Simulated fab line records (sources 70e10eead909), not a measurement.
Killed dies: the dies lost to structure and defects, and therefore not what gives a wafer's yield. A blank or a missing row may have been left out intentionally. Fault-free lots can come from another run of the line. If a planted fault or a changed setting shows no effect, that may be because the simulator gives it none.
Chamber matching | flow nand harc | 4 sister chambers for NHARC_P_M2_CMP_23 on cmp-03
The step polishes, t overpolish 20 s, target thk 144.3 nm. 22 wafers are shown with their chamber, then 11 later ones without.

## EACH WAFER AND ITS CHAMBER
wafer  | chamber | motor current A (A) | time to endpoint s (s)
L076.1 | 1       | 10.3                | 26
L076.2 | 3       | 12.1                | 27
L076.3 | 0       | 11.9                | 25
L077.2 | 3       | 11.5                | 32
L077.3 | 0       | 11.7                | 24
L077.5 | 3       | 11.5                | 30
L078.2 | 3       | 11.8                | 28
L078.4 | 2       | 8.7                 | 28
L078.5 | 3       | 12.0                | 29
L079.2 | 0       | 11.2                | 26
L079.5 | 3       | 12.2                | 30
L079.6 | 2       | 8.8                 | 28
L080.1 | 1       | 10.7                | 29
L080.2 | 2       | 9.1                 | 27
L080.4 | 3       | 11.8                | 28
L081.3 | 1       | 10.5                | 24
L081.5 | 0       | 11.8                | 22
L081.6 | 3       | 12.0                | 27
L085.2 | 2       | 9.0                 | 30
L085.3 | 3       | 11.1                | 29
L085.5 | 2       | 8.8                 | 28
L084.4 | 2       | 8.6                 | 31

SIGNATURES, as means of the wafers listed above
reading            | chamber 0 | chamber 1 | chamber 2 | chamber 3 | scatter within a chamber
motor current A    | 11.650    | 10.500    | 8.833     | 11.778    | 0.292
time to endpoint s | 24.25     | 26.33     | 28.67     | 28.89     | 1.73
Rule: for a wafer and a chamber, the distance is found by dividing, reading by reading, the gap between the wafer's reading and the chamber's mean by the reading's scatter, squaring, summing and taking the root. If the next closest chamber is less than 2 further off than the closest, the wafer can't be placed; otherwise it belongs to the closest. The scatter: take each reading less its chamber's mean, square it, sum over the shown wafers, divide by the number of wafers less the number of chambers, and take the root.

## WAFERS WITHOUT THEIR CHAMBER
wafer  | motor current A (A) | time to endpoint s (s)
L084.5 | 11.7                | 30
L084.6 | 11.8                | 26
L086.1 | 12.0                | 23
L086.2 | 11.8                | 31
L086.3 | 8.8                 | 29
L087.3 | 10.7                | 30
L087.5 | 11.9                | 24
L087.6 | 11.7                | 28
L097.1 | 10.7                | 29
L097.2 | 8.9                 | 28
L097.3 | 11.9                | 28

## WHICH CHAMBER EACH WENT THROUGH
wafer  | from the rows above     | in truth
L084.5 | 3                       | 3
L084.6 | can't be placed: 0 or 3 | 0
L086.1 | 0                       | 0
L086.2 | 3                       | 3
L086.3 | 2                       | 2
L087.3 | can't be placed: 1 or 3 | 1
L087.5 | can't be placed: 0 or 3 | 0
L087.6 | can't be placed: 3 or 0 | 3
L097.1 | can't be placed: 1 or 3 | 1
L097.2 | 2                       | 2
L097.3 | can't be placed: 3 or 0 | 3
Correctly placed: 5 of 11. Cannot be placed on the basis of these rows: 6; the candidates contain the true chamber in 6. Placed wrongly: 0.
